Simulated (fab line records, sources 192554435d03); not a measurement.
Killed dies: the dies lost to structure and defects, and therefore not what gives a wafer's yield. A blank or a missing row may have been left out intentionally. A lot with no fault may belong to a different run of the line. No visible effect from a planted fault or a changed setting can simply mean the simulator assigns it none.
Chamber matching + flow n5_finfet + N5_MOL_CONTACT_COAG_ETCHBACK_132 on rie_diel-04: 4 sister chambers
The step etches SiO2 in CHF3, target depth 10 nm, time 6.7 s. 8 wafers are shown with their chamber, then 7 later ones without.

## WAFERS PAIRED WITH THEIR CHAMBERS
| wafer  | chamber | showerhead_plenum_p_Torr (Torr) | throttle_valve_pct (%) |
|--------|---------|---------------------------------|------------------------|
| L074.5 | 1       | 2.34                            | 18.96                  |
| L078.3 | 0       | 2.36                            | 18.90                  |
| L078.6 | 3       | 2.52                            | 18.55                  |
| L080.1 | 1       | 2.34                            | 18.95                  |
| L080.3 | 2       | 2.32                            | 18.72                  |
| L080.6 | 2       | 2.32                            | 18.71                  |
| L085.2 | 3       | 2.51                            | 18.58                  |
| L085.4 | 0       | 2.35                            | 18.91                  |

## WAFERS WITHOUT THEIR CHAMBER
| wafer  | showerhead_plenum_p_Torr (Torr) | throttle_valve_pct (%) |
|--------|---------------------------------|------------------------|
| L085.6 | 2.51                            | 18.58                  |
| L089.2 | 2.33                            | 18.58                  |
| L089.3 | 2.51                            | 18.58                  |
| L089.6 | 2.31                            | 18.75                  |
| L090.1 | 2.51                            | 18.59                  |
| L090.3 | 2.33                            | 18.61                  |
| L090.6 | 2.51                            | 18.60                  |

## WHICH CHAMBER EACH WENT THROUGH
| wafer  | from the rows above | in truth                   |
|--------|---------------------|----------------------------|
| L085.6 | 3                   | 3                          |
| L089.2 | 2                   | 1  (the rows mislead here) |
| L089.3 | 3                   | 3                          |
| L089.6 | 2                   | 2                          |
| L090.1 | 3                   | 3                          |
| L090.3 | 2                   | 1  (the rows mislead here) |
| L090.6 | 3                   | 3                          |
Correct placement for 5 of the 7. Number that these rows cannot place: 0. 2 placed wrongly.
How it was worked out, from the rows above alone: a wafer's distance from a chamber is the root of the sum, over the readings, of the square of ((its reading less the chamber's mean) divided by the reading's scatter). If the next closest chamber is less than 2 further off than the closest, the wafer can't be placed; otherwise it belongs to the closest. Each chamber's mean is taken over the wafers shown for it. The scatter: the root of (the sum of the squares of (reading less its chamber's mean) over the shown wafers, divided by (wafers less chambers)).
